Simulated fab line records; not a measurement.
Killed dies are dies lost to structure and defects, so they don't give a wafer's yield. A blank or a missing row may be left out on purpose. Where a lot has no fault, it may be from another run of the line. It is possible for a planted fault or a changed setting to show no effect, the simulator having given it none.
Matching of chambers || flow nandHarc || NHARC_P_ZERO_WELL_ETCH_63 on rieSi-02: 4 sister chambers
The step etches the open film in HBr/Cl2, target depth 120 nm, time 40.1 s. 8 wafers are shown with their chamber, then 8 later ones without.

EACH WAFER AND ITS CHAMBER
{"wafer": "L350.2", "chamber": 0, "drypumpMotorCurrentA (A)": 5.97, "oesProductAu (a.u.)": 1.003}
{"wafer": "L355.2", "chamber": 3, "drypumpMotorCurrentA (A)": 5.71, "oesProductAu (a.u.)": 0.994}
{"wafer": "L355.4", "chamber": 2, "drypumpMotorCurrentA (A)": 5.96, "oesProductAu (a.u.)": 1.014}
{"wafer": "L355.5", "chamber": 1, "drypumpMotorCurrentA (A)": 5.33, "oesProductAu (a.u.)": 1.002}
{"wafer": "L357.1", "chamber": 3, "drypumpMotorCurrentA (A)": 5.71, "oesProductAu (a.u.)": 0.990}
{"wafer": "L357.3", "chamber": 2, "drypumpMotorCurrentA (A)": 5.95, "oesProductAu (a.u.)": 0.999}
{"wafer": "L357.6", "chamber": 0, "drypumpMotorCurrentA (A)": 5.99, "oesProductAu (a.u.)": 1.003}
{"wafer": "L358.2", "chamber": 1, "drypumpMotorCurrentA (A)": 5.35, "oesProductAu (a.u.)": 1.003}

WAFERS WITHOUT THEIR CHAMBER
{"wafer": "L358.3", "drypumpMotorCurrentA (A)": 5.96, "oesProductAu (a.u.)": 1.003}
{"wafer": "L358.4", "drypumpMotorCurrentA (A)": 5.94, "oesProductAu (a.u.)": 0.998}
{"wafer": "L361.1", "drypumpMotorCurrentA (A)": 5.31, "oesProductAu (a.u.)": 1.004}
{"wafer": "L361.3", "drypumpMotorCurrentA (A)": 5.72, "oesProductAu (a.u.)": 0.986}
{"wafer": "L361.6", "drypumpMotorCurrentA (A)": 5.72, "oesProductAu (a.u.)": 0.992}
{"wafer": "L364.2", "drypumpMotorCurrentA (A)": 5.31, "oesProductAu (a.u.)": 1.007}
{"wafer": "L364.3", "drypumpMotorCurrentA (A)": 5.74, "oesProductAu (a.u.)": 0.995}
{"wafer": "L364.4", "drypumpMotorCurrentA (A)": 5.98, "oesProductAu (a.u.)": 0.998}

WHICH CHAMBER EACH ONE RAN IN
{"wafer": "L358.3", "from the rows above": "can't be placed: 2 or 0", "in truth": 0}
{"wafer": "L358.4", "from the rows above": "can't be placed: 2 or 0", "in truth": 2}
{"wafer": "L361.1", "from the rows above": 1, "in truth": 1}
{"wafer": "L361.3", "from the rows above": 3, "in truth": 3}
{"wafer": "L361.6", "from the rows above": 3, "in truth": 3}
{"wafer": "L364.2", "from the rows above": 1, "in truth": 1}
{"wafer": "L364.3", "from the rows above": 3, "in truth": 3}
{"wafer": "L364.4", "from the rows above": "can't be placed: 0 or 2", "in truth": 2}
Correct placement for 5 of the 8. Cannot be placed on the basis of these rows: 3; the candidates contain the true chamber in 3. Number placed wrongly: 0.
How it was worked out, from the rows above alone: a wafer's distance from a chamber is the root of the sum, over the readings, of the square of ((its reading less the chamber's mean) divided by the reading's scatter). The wafer belongs to the nearest chamber; if the next one is less than 2 further off, it can't be placed. The mean given for a chamber averages the wafers shown for that chamber. The scatter: the root of (the sum of the squares of (reading less its chamber's mean) over the shown wafers, divided by (wafers less chambers)).
